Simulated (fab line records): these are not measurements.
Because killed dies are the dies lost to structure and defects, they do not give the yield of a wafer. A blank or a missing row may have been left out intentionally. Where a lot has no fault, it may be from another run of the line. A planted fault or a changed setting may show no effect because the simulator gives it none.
Which tool did it? ; flow nand harc ; Sampling: 12 lots, 36 wafers, 7 of 1302 route steps

== WHAT THE GAUGES READ, wafer by wafer ==
NHARC_P_ZERO_WELL_INSPECT_43. Usual: raw defect count reads 12 (standard deviation 5.4).
lot;measured;on;raw defect count;flag
L730;day 2 03:49;defect inspect-01;4 6 10;
L731;day 2 13:27;defect inspect-02;17 20 15;
L733;day 3 09:26;defect inspect-02;15 18 20;
L735;day 4 05:25;defect inspect-02;8 9 12;
L737;day 5 01:27;defect inspect-02;14 5 11;
L739;day 5 21:52;defect inspect-01;9 5 14;
L741;day 6 17:45;defect inspect-01;7 9 5;
L742;day 7 03:34;defect inspect-01;284 277 267;OFF
L743;day 7 13:38;defect inspect-02;5 9 14;
L744;day 8 00:08;defect inspect-02;295 304 297;OFF
L750;day 10 11:46;defect inspect-01;14 19 16;
L752;day 11 07:38;defect inspect-02;12 4 6;

NHARC_P_STI_CD_MEAS_09: the cd target is 200 nm. Usual: cd nm reads 201.1 nm (standard deviation 2).
lot;measured;on;cd nm (nm);flag
L730;day 2 23:47;cd sem-01;198.5 200.5 198.4;
L731;day 3 10:40;cd sem-01;203.7 202.6 203.5;
L733;day 4 02:59;cd sem-02;199.5 201.0 200.4;
L735;day 4 20:50;cd sem-02;201.7 199.3 204.1;
L737;day 5 16:41;cd sem-01;201.0 200.0 200.3;
L739;day 6 17:10;cd sem-02;202.9 201.9 204.1;
L741;day 7 09:11;cd sem-03;203.0 198.0 199.0;
L742;day 7 18:11;cd sem-02;199.8 202.7 202.1;
L743;day 8 06:16;cd sem-02;200.0 198.7 202.9;
L744;day 8 16:54;cd sem-01;201.8 199.5 201.0;
L750;day 11 05:25;cd sem-01;200.8 198.1 203.6;
L752;day 12 01:10;cd sem-02;196.8 200.2 201.7;

NHARC_P_STI_INSPECT_11. Usual: raw defect count reads 5.7 (standard deviation 2.9).
lot;measured;on;raw defect count;flag
L730;day 2 23:55;defect inspect-02;3 3 8;
L731;day 3 10:47;defect inspect-02;9 10 5;
L733;day 4 03:07;defect inspect-02;6 2 4;
L735;day 4 20:57;defect inspect-02;4 8 4;
L737;day 5 16:49;defect inspect-02;6 5 3;
L739;day 6 17:17;defect inspect-01;7 7 2;
L741;day 7 09:19;defect inspect-02;5 5 6;
L742;day 7 18:18;defect inspect-02;279 273 278;OFF
L743;day 8 06:23;defect inspect-01;3 11 11;
L744;day 8 17:02;defect inspect-02;285 300 280;OFF
L750;day 11 05:32;defect inspect-01;4 8 3;
L752;day 12 01:17;defect inspect-01;3 2 9;

NHARC_P_GATE_CD_MEAS_91: the cd target is 2000 nm. Usual: cd nm reads 1999.0 nm (standard deviation 1.8).
lot;measured;on;cd nm (nm);flag
L730;day 5 20:53;cd sem-03;1996.7 2000.5 1999.5;
L731;day 6 09:01;cd sem-03;1997.3 1999.0 1997.8;
L733;day 6 23:01;cd sem-01;2000.0 2001.5 2001.6;
L735;day 7 17:38;cd sem-02;1998.2 1999.2 2000.0;
L737;day 8 09:39;cd sem-02;1998.2 2000.4 1999.7;
L739;day 9 09:08;cd sem-02;1999.9 1997.3 1995.9;
L741;day 10 04:32;cd sem-01;2003.2 2001.1 2001.9;
L742;day 10 15:08;cd sem-03;1998.2 2000.9 1998.0;
L743;day 11 22:09;cd sem-03;1994.6 1997.8 1996.3;
L744;day 11 21:20;cd sem-03;1998.1 2000.9 1998.7;
L750;day 14 03:40;cd sem-02;1998.4 2000.3 1998.2;
L752;day 14 23:17;cd sem-03;2000.6 1998.5 1997.9;

NHARC_END_SORT_01. Usual: killed at array 55, standard deviation 12; killed at other 1.0, standard deviation 1.2; killed at periphery 3.9, standard deviation 2.6; killed dies 60, standard deviation 12; killed open 3.3, standard deviation 1.9; killed short 2.5, standard deviation 1.8.
lot;measured;on;killed at array;killed at other;killed at periphery;killed dies;killed open;killed short;flag
L742;day 29 02:24;prober-01;46 38 40;1 0 0;65 42 66;112 80 106;3 5 3;4 1 1;OFF
L744;day 30 09:41;prober-01;36 48 41;0 0 0;77 70 75;113 118 116;5 4 4;3 5 2;OFF

== WHICH TOOL RAN EACH LOT (tool, then ch and the chambers of the sampled wafers, then the start) ==
lot;NHARC_P_ZERO_WELL_PECVD_02;NHARC_P_GATE_ETCH_114
L730;pecvd-02 ch 0,2, day 1 20:29;rie diel-12 ch 0,2,3, day 5 20:53 or earlier
L731;pecvd-02 ch 0,1, day 2 06:29;rie diel-04 ch 0,1,2, day 6 09:01 or earlier
L733;pecvd-03 ch 0,1,2, day 3 02:26;rie diel-04 ch 0,1,3, day 6 23:01 or earlier
L735;pecvd-01 ch 0,1,2, day 3 22:29;rie diel-04 ch 0,3, day 7 17:38 or earlier
L737;pecvd-03 ch 0,2, day 4 18:27;rie diel-12 ch 0,1,2, day 8 09:39 or earlier
L739;pecvd-02 ch 0,2, day 5 14:31;rie diel-09 ch 0,1,2, day 9 09:08 or earlier
L741;pecvd-02 ch 0,1,2, day 6 10:29;rie diel-04 ch 0,1,2, day 10 04:32 or earlier
L742;pecvd-02 ch 0,1,2, day 6 20:34;rie diel-09 ch 0,1,2, day 10 15:08 or earlier
L743;pecvd-01 ch 1,2, day 7 06:26;rie diel-04 ch 1,2, day 11 22:09 or earlier
L744;pecvd-02 ch 0,1, day 7 16:31;rie diel-12 ch 0,1, day 11 21:20 or earlier
L750;pecvd-01 ch 0,1, day 10 04:29;rie diel-09 ch 0,1, day 14 03:40 or earlier
L752;pecvd-02 ch 0,1,2, day 11 00:32;rie diel-12 ch 0,1,2, day 14 23:17 or earlier
- NHARC_P_ZERO_WELL_PECVD_02: deposits SiO2, target thk 10 nm.
- NHARC_P_GATE_ETCH_114: etches the open film in CF4/O2, target depth 30 nm, overetch 3 nm, time 16.5 s.

== AS READ BY THE TOOLS THEMSELVES (means over the sampled wafers that have a number; for cases with no such wafer, the mark the record gives instead) ==
NHARC_P_GATE_ETCH_114. Usual: drypump motor current A 5.8 A, standard deviation 0.64; oes_o_777_au 1.000 a.u., standard deviation 0.005; oes product au 0.999 a.u., standard deviation 0.011; rf vpp V 197.3 V, standard deviation 1.2; showerhead plenum p Torr 1.31 Torr, standard deviation 0.048; throttle valve pct 13.399 %, standard deviation 0.0085.
lot;tool;drypump motor current A (A);oes_o_777_au (a.u.);oes product au (a.u.);rf vpp V (V);showerhead plenum p Torr (Torr);throttle valve pct (%);flag
L730;rie diel-12;6.4;0.999;1.010;196.7;1.31;13.402;
L731;rie diel-04;5.7;1.007;1.000;197.4;1.33;13.397;
L733;rie diel-04;6.0;1.000;0.996;196.8;1.31;13.394;
L735;rie diel-04;6.0;0.999;1.005;198.0;1.33;13.404;
L737;rie diel-12;6.0;1.002;1.000;198.0;1.31;13.401;
L739;rie diel-09;5.5;1.000;0.999;197.7;1.31;13.393;
L741;rie diel-04;5.7;0.999;1.005;197.7;1.33;13.397;
L742;rie diel-09;5.5;0.998;0.985;197.3;1.31;13.396;
L743;rie diel-04;5.8;0.998;0.993;197.8;1.34;13.402;
L744;rie diel-12;6.0;0.999;1.009;197.1;1.34;13.403;
L750;rie diel-09;5.2;1.002;0.994;197.3;1.30;13.400;
L752;rie diel-12;6.0;1.003;0.996;197.9;1.31;13.393;

== THE ANSWER, worked out from the rows above alone ==
Rule: take the mean of a lot's wafers that have a number; if it is more than 3 standard deviations from the usual mean, the lot is off. Also off: a lot with no number at a reading for which 4 or more lots have one. Any other lot the step has rows for is counted as sound. First the gauges in route order, then the tools' own readings, where a lot's mean is used as printed above. At the first step where some lot is off, the reading lying furthest off is the one used; lots without a number count as furthest.
Off at NHARC_P_ZERO_WELL_INSPECT_43 (raw defect count): L742, L744.
A tool fits if, at a process step before that reading, it ran every lot that is off, and no sound lot after the first of them. The gauges at NHARC_P_ZERO_WELL_INSPECT_43 aren't tried: what is off there is off at NHARC_END_SORT_01 too, on other tools, and a gauge's error can't cause that. No candidate that was tried fits.

== WHAT THE SIMULATOR PUT IN ==
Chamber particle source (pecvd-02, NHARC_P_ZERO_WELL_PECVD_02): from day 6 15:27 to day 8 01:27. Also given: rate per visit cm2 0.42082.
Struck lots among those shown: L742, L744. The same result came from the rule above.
